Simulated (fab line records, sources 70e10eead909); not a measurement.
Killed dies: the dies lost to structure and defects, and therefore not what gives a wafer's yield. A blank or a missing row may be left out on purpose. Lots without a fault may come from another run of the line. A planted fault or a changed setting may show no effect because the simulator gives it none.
Struck lot and sound lot, side by side ; flow nand_harc ; 15 steps out of a route of 1302
Sound: the wafers L452.2, L452.4, L452.6. Struck: wafer L462.4 (L462.3, L462.6, from the same lot, were not struck and are left out); the cause is given at the end.
At each step with rows: each side's tool, then ch and its chambers, then its first start. Under that, the readings that differ: sound wafers ; struck wafers ; difference of the means ; sigmas: that difference in standard deviations of wafers without a fault.
alike: words and numbers the same on both sides, and readings whose means are apart by under 2 such deviations; not compared: readings that were withheld, readings missing a value for some wafer, numbers with overlapping values and no deviation given by the record, and bounds like >300 which may hide the same value.
The two part at a step that has a row with sigmas, a row that says differs or no value, or rows on one side only. When numbers do not overlap yet have no deviation, they are printed without sigmas and do not part them. A reading missing from all wafers of one side parts the sides only when that side holds two or more wafers.

first, 7 steps without rows for these wafers: NHARC_A_M0_COAT_33 (time 65 s); NHARC_A_M0_COAT_03 (resist thk 90 nm); NHARC_A_M0_SOFTBAKE_04 (time 55 s); NHARC_A_M0_EBR_05; NHARC_A_M0_EXPOSE_06 (exposes mask A M0, target cd 80 nm); NHARC_A_M0_PEB_07 (peb time 65 s); NHARC_A_M0_DEVELOP_08 (develop time 35 s).
NHARC_A_M0_CD_MEAS_09: target cd 80 nm.
  sound on cd_sem-02 ch 0, day 24 03:18; struck on cd_sem-03 ch 0, day 28 20:58
  alike: cd_nm
NHARC_A_M0_OVL_MEAS_10: pitch 160 nm.
  sound on overlay-02 at day 24 03:23; struck on overlay-01 at day 28 21:04
  alike: overlay_x_nm, overlay_y_nm
NHARC_A_M0_INSPECT_11:
  sound on defect_inspect-02 at day 24 03:25; struck on defect_inspect-02 at day 28 21:05
  alike: raw_defect_count
NHARC_A_M0_DESCUM_14: chemistry O2, time 3 s.
  sound on rie_diel-05 ch 1,2,3, day 24 03:30; struck on rie_diel-05 ch 2, day 28 21:09
reading;sound;struck;difference;sigmas
oes_product_au (a.u.);0.997 0.989 0.981;1.005;+0.016;+2
  alike: drypump_motor_current_A, rf_vpp_V, showerhead_plenum_p_Torr, throttle_valve_pct
  not compared: rf_hours_counter_h
NHARC_A_M0_ETCH_34: etches the open film in N2/H2, target depth 40 nm, overetch 12 nm, time 43.94 s.
  sound on rie_diel-05 ch 0,1,2, day 24 03:35; struck on rie_diel-05 ch 0, day 28 21:14
  alike: drypump_motor_current_A, oes_product_au, rf_vpp_V, run_length_s, showerhead_plenum_p_Torr, throttle_valve_pct
  not compared: rf_hours_counter_h
NHARC_A_M0_ETCH_15: etches the open film in C4F8/Ar, target depth 150 nm, overetch 15 nm, time 82.5 s.
  sound on rie_diel-05 ch 0,1,2, day 24 03:40; struck on rie_diel-05 ch 1, day 28 21:20
reading;sound;struck;difference;sigmas
run_length_s (s);103.8 103.9 103.8;90.9;-12.9;-34
  alike: oes_product_au, rf_vpp_V
  not compared: rf_hours_counter_h
NHARC_A_M0_CD_MEAS_16:
  sound on cd_sem-01 at day 24 03:47; struck on cd_sem-03 at day 28 21:28
  alike: cd_nm
NHARC_END_SORT_01:
  sound on prober-01 ch 0, day 25 20:37; struck on prober-01 ch 0, day 30 14:22
reading;sound;struck;difference;sigmas
defect_limited_yield (%);91.4 91.9 91.9;0;-92;-42
killed_at_array;57 52 52;675;+621;+41
killed_dies;58 55 55;677;+621;+41
  alike: killed_at_other, killed_at_periphery, killed_open, killed_short

WHERE THEY PART
Last at NHARC_END_SORT_01 as far as this record goes, first at NHARC_A_M0_DESCUM_14.

WHY: the cause the simulator had injected
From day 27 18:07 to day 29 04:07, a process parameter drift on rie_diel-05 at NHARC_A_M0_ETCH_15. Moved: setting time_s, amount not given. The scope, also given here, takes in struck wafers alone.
